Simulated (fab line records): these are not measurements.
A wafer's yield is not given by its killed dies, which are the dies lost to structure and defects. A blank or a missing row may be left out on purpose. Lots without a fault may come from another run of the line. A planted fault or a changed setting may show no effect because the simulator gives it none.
Code-filled problem report in 8D (eight disciplines) form / flow n5 finfet / the parts of the form that need people (team, actions taken, sign-off) are left out

== 1. PROBLEM STATEMENT ==
At N5_BEOL_M11_VIA_ETCH_34, run length s averages 98.3 s over 3 wafers from 2 lots, while fault-free wafers read 92.6 s, standard deviation 0.33. Relative to the usual mean, that is a shift of +17 standard deviations.
The step: etches SiCOH lowk in C4F6/O2, target depth 184.5 nm, time 69.2 s.
Earliest sighting: wafer L246.4 on rie diel-02 at day 12 22:23. At this step, 17 wafers from 6 lots have a number in the record. Rule for "out", or "out of limits": more than 4 standard deviations from the usual mean. The rest of the wafers with a number are treated as sound.

== 2. WHAT IT IS; WHAT IT IS NOT ==
question=which readings at this step | is=run length s | is not=drypump motor current A, oes product au, rf vpp V, showerhead plenum p Torr, throttle valve pct
question=which lots | is=L246, L251 | is not=L242, L243, L248, L258
question=which wafers of those lots | is=L246.4, L246.6, L251.6 | is not=L246.5, L251.5
question=read on which tools | is=rie diel-02 | is not=rie diel-04
question=when | is=from day 12 22:23 | is not=up to then (7 sound wafers); but 7 sound wafers of L248, L251, L258 came after

== 3. THE SUSPECTS, EACH WITH WHAT RULES IT OUT ==
Counting: any tool at a process step up to the reading remains a suspect provided it ran every lot that is out. Sound lots after the first of them don't rule it out here, since some wafers of a struck lot are sound.
- rie diel-02 at N5_BEOL_M11_DESCUM_33 (chemistry O2, time 7.9 s): kept. Ran every lot that is out, first one L246 (day 12 22:04); last sound lot up to then L243 (day 12 01:48).
- rie diel-02 at N5_BEOL_M11_ETCH_65 (etches SiARC in CF4, target depth 39 nm, time 65 s): kept. Ran every lot that is out, first one L246 (day 12 22:07); last sound lot up to then L243 (day 12 01:50).
- rie diel-02 at N5_BEOL_M11_ETCH_66 (etches SOC in N2/H2, target depth 120 nm, overetch 24 nm, time 180 s): kept. Ran every lot that is out, first one L246 (day 12 22:14); last sound lot up to then L243 (day 12 01:53).
- rie diel-02 at N5_BEOL_M11_VIA_ETCH_34 (etches SiCOH lowk in C4F6/O2, target depth 184.5 nm, time 69.2 s): kept. Ran every lot that is out, first one L246 (day 12 22:23); last sound lot up to then L243 (day 12 02:01). Out on those wafers are its own readings of run length s.
- Within rie diel-02 at N5_BEOL_M11_DESCUM_33: the wafers that are out ran in chambers 0, 2; their sound lot-mates ran in chamber 1.
- Within rie diel-02 at N5_BEOL_M11_ETCH_65: the wafers that are out ran in chambers 0, 2; their sound lot-mates ran in chamber 1.
- Within rie diel-02 at N5_BEOL_M11_ETCH_66: the wafers that are out ran in chambers 0, 2; their sound lot-mates ran in chamber 1.
- Within rie diel-02 at N5_BEOL_M11_VIA_ETCH_34: the wafers that are out ran in chambers 0, 2; their sound lot-mates ran in chamber 1.
Left after counting: rie diel-02 at N5_BEOL_M11_DESCUM_33, rie diel-02 at N5_BEOL_M11_ETCH_65, rie diel-02 at N5_BEOL_M11_ETCH_66, rie diel-02 at N5_BEOL_M11_VIA_ETCH_34.

== 4. THE CAUSE (what the simulator had put in) ==
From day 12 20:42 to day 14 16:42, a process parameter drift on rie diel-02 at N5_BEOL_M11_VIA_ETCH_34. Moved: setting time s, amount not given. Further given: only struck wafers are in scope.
Counting leaves 4 suspects; this tool is one of them.

== 5. THE CHAIN OF EFFECTS, in route order ==
Each row: a reading whose mean over the struck wafers that have a number lies more than 3 standard deviations from the usual. Readings are gone through only where the record gives a usual standard deviation; hours: the median, over the lots, of the time from a lot's start at the first step in this table giving one to that lot's start at this step; sigmas: the change measured in usual standard deviations.
hours=0; step=N5_BEOL_M11_VIA_ETCH_34; reading=run length s; usual=92.6 s; on struck wafers=98.3; change=+5.7; sigmas=+17
Here are the process steps it includes:
- N5_BEOL_M11_VIA_ETCH_34: etches SiCOH lowk in C4F6/O2, target depth 184.5 nm, time 69.2 s.

== 6. HOW IT WOULD HAVE BEEN CAUGHT EARLIER ==
The fault began at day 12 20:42; the first out-of-limits reading in this record came at day 12 22:23, 2 hours later.
